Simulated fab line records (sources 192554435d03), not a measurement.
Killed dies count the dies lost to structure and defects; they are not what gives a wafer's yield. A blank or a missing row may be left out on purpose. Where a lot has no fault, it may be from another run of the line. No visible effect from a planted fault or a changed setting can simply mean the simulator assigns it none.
fab line records ; flow n5-finfet ; part 2 of 2: steps 5 to 6 of 6
record: lots: 20; wafers: 60; last-day: 19
route steps=1938 shown MOL_CONTACT_COAG@602 BEOL_M0_SAQP@654 BEOL_M0@721
lots untouched by any fault: they come from a run of this same line in which no faults occurred
start-h: hours from the record's opening day to when the first of the lot's shown wafers began ; wait-h: how many hours have passed since the lot's step before this one ; " same as the row above ; L1.1+2: a single row standing in for several wafers ; - no value, or no start was given ; * or withheld: withheld ; < > ~ a bound
route shown NAME@n: names a module that has steps shown in the file, with the first one's number in the route ; usual: the fault-free wafers' mean and standard deviation ; same: alike in all rows ; chamber/n: place in a boat ; sites: each site's reading ; _std_site: the standard deviation of these ; _edge_site: the outer-site mean with the inner-site mean subtracted ; radius-mm: for every site, how far away it sits from the centre of the wafer ; mask NAME#n: copy n ; behind: tool/chamber where the wafer was last shaped ; hold: what put the lot on hold/how long, in hours/how the hold closed ; device: whichever transistor did not switch (one of n, p or np) ; end of line: at the end of the route, the tests of the same wafers ; a step with no rows: only its recipe ; killed: not the wafer's yield, but the dies lost to structure and defects at the first sort ; map: per-die view of a wafer (x killed, . not killed, _ where there is no die)
set.NAME: the setting the step ran with; set.NAME@STEP: the setting that earlier step ran with ; model.NAME: the simulator's own value behind a step, which no gauge read
one table for each step of the route and one row for each wafer, over a sample of lots
services: from which hour (start-h, from the record's first day; less than 0 if before it) a tool's chamber was out of use, for how many hours, and why
== steps ==
step: N5_BEOL_M0_SAQP_ETCH_73
recipe: chemistry: CF4; target: SiARC; target-depth-a: 195; mask-material: CAR-EUV; time-s: 32.5; ion-energy-ev: 80; pressure-mtorr: 40; source-w: 545; bias-w: 36; Ar_flow_sccm: 100; cf4-flow-sccm: 100; ends: cleared
usual: drypump-motor-current-A: 5.8/0.52; etch-rf-on-time-s: 32.2/0.79; oes-product-au: 0.69/0.083; rf-vpp-V: 184.1/1.2; showerhead-plenum-p-Torr: 2.15/0.066; throttle-valve-pct: 15.5/0.32
lot.wafer;tool;chamber;start-h;wait-h;drypump-motor-current-A;etch-rf-on-time-s;oes-product-au;rf-hours-counter-h;rf-vpp-V;showerhead-plenum-p-Torr;throttle-valve-pct
L074.2;rie-diel-02;3;110.33;0.0;6.2;32.9;0.60;197;182.8;2.05;15.7
L074.3;rie-diel-02;1;110.33;0.0;5.2;32.9;0.61;194;184.2;2.05;15.9
L074.6;rie-diel-02;3;110.33;0.0;6.2;32.7;0.60;-;182.7;2.05;15.7
L076.2;rie-diel-02;3;122.84;0.0;6.2;32.9;0.60;202;183.5;2.05;15.7
L076.5;rie-diel-02;3;122.84;0.0;6.2;32.7;0.60;-;183.4;2.05;15.7
L076.6;rie-diel-02;2;122.84;0.0;6.4;34.3;0.58;-;183.7;2.11;16.0
L077.1;rie-diel-01;1;130.89;0.0;5.8;31.2;0.81;17;184.7;2.27;15.0
L077.5;rie-diel-01;1;130.89;0.0;5.8;30.9;0.81;-;185.7;2.27;15.0
L077.6;rie-diel-01;0;130.89;0.0;6.5;31.9;0.72;-;184.3;2.16;15.4
L078.1;rie-diel-01;1;135.23;0.0;5.7;31.0;0.82;18;185.7;2.27;15.0
L078.3;rie-diel-01;3;135.23;0.0;5.4;31.8;0.59;241;183.2;2.12;15.7
L078.6;rie-diel-01;2;135.23;0.0;5.7;32.9;0.75;-;183.3;2.18;15.4
L079.3;rie-diel-01;3;141.81;0.0;5.4;31.7;0.59;243;182.9;2.12;15.7
L079.4;rie-diel-01;1;141.81;0.0;5.8;30.8;0.81;21;185.0;2.27;15.0
L079.6;rie-diel-01;1;141.81;0.0;5.8;31.0;0.80;-;186.7;2.27;15.0
L080.3;rie-diel-02;0;149.18;0.0;5.6;31.8;0.81;7;183.6;2.10;15.3
L080.4;rie-diel-02;1;149.18;0.0;5.2;33.2;0.59;208;182.0;2.05;15.9
L080.5;rie-diel-02;2;149.18;0.0;6.4;34.3;0.58;-;185.0;2.11;16.0
L081.2;rie-diel-01;3;156.40;0.0;5.4;31.5;0.59;247;183.9;2.12;15.7
L081.4;rie-diel-01;2;156.40;0.0;5.7;32.4;0.74;31;184.7;2.18;15.4
L081.5;rie-diel-01;1;156.40;0.0;5.8;30.9;0.80;-;184.6;2.27;15.0
L082.1;rie-diel-02;3;158.74;0.0;6.2;33.2;0.59;214;182.0;2.04;15.8
L082.2;rie-diel-02;0;158.74;0.0;5.6;31.4;0.81;10;183.0;2.10;15.3
L082.5;rie-diel-02;3;158.74;0.0;6.2;33.2;0.59;-;182.5;2.04;15.7
L083.3;rie-diel-01;1;161.99;0.0;5.7;31.0;0.79;27;184.8;2.27;15.0
L083.5;rie-diel-01;1;161.99;0.0;5.8;31.0;0.80;-;186.0;2.27;15.0
L083.6;rie-diel-01;0;161.99;0.0;6.4;32.0;0.72;-;183.8;2.16;15.4
L084.2;rie-diel-03;3;177.05;0.0;6.7;30.9;0.80;18;183.6;2.19;15.3
L084.4;rie-diel-03;1;177.05;0.0;6.0;32.4;0.63;-;185.4;2.22;16.0
L084.6;rie-diel-03;0;177.05;0.0;4.9;32.4;0.68;-;182.5;2.15;15.3
L085.3;rie-diel-03;0;181.14;0.0;4.9;32.6;0.68;137;184.3;2.15;15.4
L085.4;rie-diel-03;1;181.14;0.0;6.1;32.3;0.63;-;185.5;2.22;16.1
L085.5;rie-diel-03;3;181.14;0.0;6.7;31.0;0.80;-;184.8;2.19;15.3
L087.1;rie-diel-01;0;214.83;0.0;6.4;32.5;0.68;114;184.5;2.15;15.4
L087.2;rie-diel-01;1;214.83;0.0;5.8;31.3;0.76;45;185.0;2.26;15.1
L087.3;rie-diel-01;2;214.83;0.0;5.7;32.4;0.73;51;182.5;2.17;15.5
L089.1;rie-diel-03;1;222.45;0.0;6.1;32.9;0.61;182;184.2;2.21;16.1
L089.2;rie-diel-03;0;222.45;0.0;4.9;32.9;0.66;150;183.0;2.14;15.4
L089.3;rie-diel-03;3;222.45;0.0;6.7;31.3;0.76;33;184.4;2.18;15.3
L090.3;rie-diel-01;3;222.91;0.0;5.3;31.6;0.81;8;180.8;2.11;15.2
L090.4;rie-diel-01;1;222.91;0.0;5.8;31.0;0.76;48;184.1;2.26;15.1
L090.6;rie-diel-01;0;222.91;0.0;6.5;32.4;0.69;-;184.9;2.15;15.4
L091.2;rie-diel-02;0;249.85;0.0;5.6;31.3;0.78;32;183.9;2.09;15.4
L091.4;rie-diel-02;1;249.85;0.0;5.2;32.2;0.59;235;182.2;2.04;16.0
L091.6;rie-diel-02;0;249.85;0.0;5.6;31.1;0.78;-;184.0;2.09;15.3
L094.2;rie-diel-03;2;252.26;0.0;5.8;32.3;0.62;166;183.7;2.14;15.5
L094.3;rie-diel-03;1;252.26;0.0;6.0;32.7;0.61;194;186.8;2.21;16.1
L094.6;rie-diel-03;0;252.26;0.0;4.9;32.5;0.65;-;183.4;2.14;15.4
L095.2;rie-diel-01;2;252.34;0.0;5.7;32.4;0.71;65;185.1;2.17;15.5
L095.3;rie-diel-01;3;252.34;0.0;5.4;31.7;0.80;18;183.0;2.11;15.2
L095.4;rie-diel-01;1;252.34;0.0;5.8;31.2;0.74;59;185.2;2.26;15.1
L092.4;rie-diel-03;0;253.52;0.0;4.9;32.5;0.65;163;184.7;2.14;15.4
L092.5;rie-diel-03;0;253.52;0.0;4.9;32.6;0.65;-;184.1;2.14;15.4
L092.6;rie-diel-03;1;253.52;0.0;6.1;32.4;0.61;-;185.6;2.21;16.1
L096.1;rie-diel-02;3;253.72;0.0;6.2;32.5;0.58;236;181.2;2.04;15.8
L096.3;rie-diel-02;1;253.72;0.0;5.2;32.2;0.59;235;181.6;2.04;16.0
L096.5;rie-diel-02;2;253.72;0.0;6.4;31.8;0.79;-;185.4;2.10;15.6
L097.1;rie-diel-03;1;265.68;0.0;6.0;33.0;0.60;199;185.1;2.21;16.1
L097.2;rie-diel-03;2;265.68;0.0;5.8;32.4;0.62;170;182.5;2.14;15.5
L097.3;rie-diel-03;0;265.68;0.0;4.9;32.5;0.65;167;184.0;2.14;15.4
step: N5_BEOL_M0_TRENCH_ETCH_107
recipe: chemistry: C4F6/O2; target-depth-a: 328; target: SiOC; time-s: 16.4; ion-energy-ev: 250; pressure-mtorr: 30; source-w: 355; bias-w: 185; Ar_flow_sccm: 300; C4F6_flow_sccm: 10; O2_flow_sccm: 10
usual: drypump-motor-current-A: 5.6/0.49; oes-product-au: 0.79/0.097; rf-vpp-V: 670/16; showerhead-plenum-p-Torr: 2.88/0.11; throttle-valve-pct: 20.88/0.3
lot.wafer;tool;chamber;start-h;wait-h;drypump-motor-current-A;oes-product-au;rf-hours-counter-h;rf-vpp-V;showerhead-plenum-p-Torr;throttle-valve-pct
L074.2;rie-diel-05;0;114.16;0.0;6.4;0.75;143;658;2.75;20.82
L074.3;rie-diel-05;3;114.16;0.0;5.6;0.71;200;670;2.91;21.03
L074.6;rie-diel-05;0;114.16;0.0;6.4;0.75;-;657;2.75;20.84
L076.2;rie-diel-05;1;124.95;0.0;5.1;0.70;231;691;2.95;21.32
L076.5;rie-diel-05;0;124.95;0.0;6.5;0.75;-;656;2.74;20.84
L076.6;rie-diel-05;3;124.95;0.0;5.6;0.70;-;671;2.91;21.05
L077.1;rie-diel-05;1;135.61;0.0;5.2;0.70;235;691;2.94;21.33
L077.5;rie-diel-05;0;135.61;0.0;6.4;0.76;-;657;2.74;20.86
L077.6;rie-diel-05;1;135.61;0.0;5.2;0.70;-;692;2.95;21.32
L078.1;rie-diel-06;1;138.65;0.0;5.8;0.78;129;689;2.76;20.93
L078.3;rie-diel-06;3;138.65;0.0;6.0;0.80;107;658;2.98;20.94
L078.6;rie-diel-06;3;138.65;0.0;6.1;0.80;-;660;2.98;20.93
L079.3;rie-diel-05;0;144.24;0.0;6.5;0.75;156;656;2.74;20.85
L079.4;rie-diel-05;3;144.24;0.0;5.6;0.70;212;670;2.90;21.06
L079.6;rie-diel-05;2;144.24;0.0;5.2;0.96;-;662;3.01;20.33
L080.3;rie-diel-05;3;152.53;0.0;5.6;0.69;215;668;2.90;21.06
L080.4;rie-diel-05;1;152.53;0.0;5.1;0.70;-;690;2.94;21.34
L080.5;rie-diel-05;3;152.53;0.0;5.5;0.69;-;669;2.90;21.04
L081.2;rie-diel-05;0;160.97;0.0;6.4;0.75;157;658;2.74;20.84
L081.4;rie-diel-05;3;160.97;0.0;5.5;0.70;217;670;2.90;21.07
L081.5;rie-diel-05;2;160.97;0.0;5.2;0.95;-;661;3.01;20.36
L082.1;rie-diel-06;3;161.14;0.0;5.9;0.78;114;658;2.98;20.94
L082.2;rie-diel-06;2;161.14;0.0;5.0;0.68;232;679;2.79;20.43
L082.5;rie-diel-06;1;161.14;0.0;5.8;0.76;-;690;2.75;20.93
L083.3;rie-diel-05;2;171.78;0.0;5.2;0.94;14;663;3.01;20.38
L083.5;rie-diel-05;1;171.78;0.0;5.1;0.69;-;691;2.94;21.33
L083.6;rie-diel-05;0;171.78;0.0;6.4;0.74;-;656;2.74;20.86
L084.2;rie-diel-04;1;180.41;0.0;5.9;0.74;174;692;2.93;20.55
L084.4;rie-diel-04;0;180.41;0.0;4.8;0.82;76;696;2.88;20.66
L084.6;rie-diel-04;0;180.41;0.0;4.7;0.83;-;697;2.88;20.68
L085.3;rie-diel-05;0;183.49;0.0;6.4;0.74;165;659;2.74;20.86
L085.4;rie-diel-05;2;183.49;0.0;5.2;0.94;-;660;3.00;20.39
L085.5;rie-diel-05;3;183.49;0.0;5.6;0.70;-;669;2.90;21.06
L087.1;rie-diel-06;3;217.53;0.0;6.0;0.78;135;657;2.97;20.97
L087.2;rie-diel-06;0;217.53;0.0;5.8;0.90;41;645;3.02;20.92
L087.3;rie-diel-06;1;217.53;0.0;5.8;0.76;151;688;2.75;20.97
L089.1;rie-diel-06;1;224.87;0.0;5.8;0.76;154;690;2.74;20.98
L089.2;rie-diel-06;3;224.87;0.0;6.0;0.76;139;656;2.96;20.99
L089.3;rie-diel-06;0;224.87;0.0;5.8;0.89;45;643;3.02;20.94
L090.3;rie-diel-04;1;228.15;0.0;5.9;0.73;193;692;2.92;20.57
L090.4;rie-diel-04;0;228.15;0.0;4.8;0.81;-;694;2.87;20.69
L090.6;rie-diel-04;1;228.15;0.0;5.9;0.73;-;691;2.93;20.59
L091.2;rie-diel-05;0;253.00;0.0;6.5;0.72;196;657;2.72;20.90
L091.4;rie-diel-05;2;253.00;0.0;5.2;0.90;-;661;2.99;20.41
L091.6;rie-diel-05;0;253.00;0.0;6.4;0.71;-;657;2.72;20.91
L094.2;rie-diel-06;3;254.82;0.0;6.0;0.76;151;658;2.96;20.99
L094.3;rie-diel-06;0;254.82;0.0;5.8;0.86;58;643;3.01;20.96
L094.6;rie-diel-06;2;254.82;0.0;4.9;0.98;-;677;2.78;20.12
L095.2;rie-diel-06;1;254.94;0.0;5.8;0.74;167;689;2.74;20.98
L095.3;rie-diel-06;3;254.94;0.0;6.0;0.76;151;658;2.96;21.00
L095.4;rie-diel-06;2;254.94;0.0;4.9;0.98;9;677;2.78;20.14
L092.4;rie-diel-06;2;256.05;0.0;4.9;0.97;10;675;2.78;20.14
L092.5;rie-diel-06;2;256.05;0.0;4.9;0.97;-;678;2.78;20.13
L092.6;rie-diel-06;3;256.05;0.0;6.0;0.76;-;658;2.96;21.02
L096.1;rie-diel-06;0;256.38;0.0;5.8;0.86;59;644;3.01;20.96
L096.3;rie-diel-06;2;256.38;0.0;4.9;0.98;10;677;2.78;20.12
L096.5;rie-diel-06;1;256.38;0.0;5.8;0.73;-;690;2.74;20.95
L097.1;rie-diel-05;0;268.42;0.0;6.4;0.71;203;658;2.72;20.91
L097.2;rie-diel-05;2;268.42;0.0;5.2;0.88;43;661;2.99;20.41
L097.3;rie-diel-05;3;268.42;0.0;5.6;0.95;3;668;2.89;20.68
== services ==
tool;chamber;start-h;hours;kind
rie-diel-05;2;89.97;4.8;repair
rie-diel-02;0;105.21;-;clean
rie-diel-02;0;105.21;-;consumable-replace:focus-ring
rie-diel-02;0;105.21;21.7;scheduled-down
rie-diel-02;0;105.21;21.7;vent-cycle
rie-diel-04;1;106.99;5.1;repair
rie-diel-03;3;108.72;-;clean
rie-diel-05;0;147.50;7.9;repair
rie-diel-02;2;152.47;-;clean
rie-diel-02;2;152.47;-;consumable-replace:focus-ring
rie-diel-04;2;158.73;9.8;repair
rie-diel-03;2;170.50;10.6;repair
rie-diel-01;3;172.28;-;clean
rie-diel-01;3;172.28;-;consumable-replace:focus-ring
rie-diel-01;3;172.28;17.3;scheduled-down
rie-diel-01;3;172.28;17.3;vent-cycle
rie-diel-02;-;186.52;0.8;repair
rie-diel-05;2;186.93;18.4;repair
rie-diel-06;1;194.90;14.0;repair
rie-diel-01;3;216.72;5.4;repair
rie-diel-04;2;221.50;5.6;repair
rie-diel-02;-;226.79;14.6;pm
rie-diel-04;2;227.60;7.5;repair
rie-diel-04;-;246.59;4.3;pm
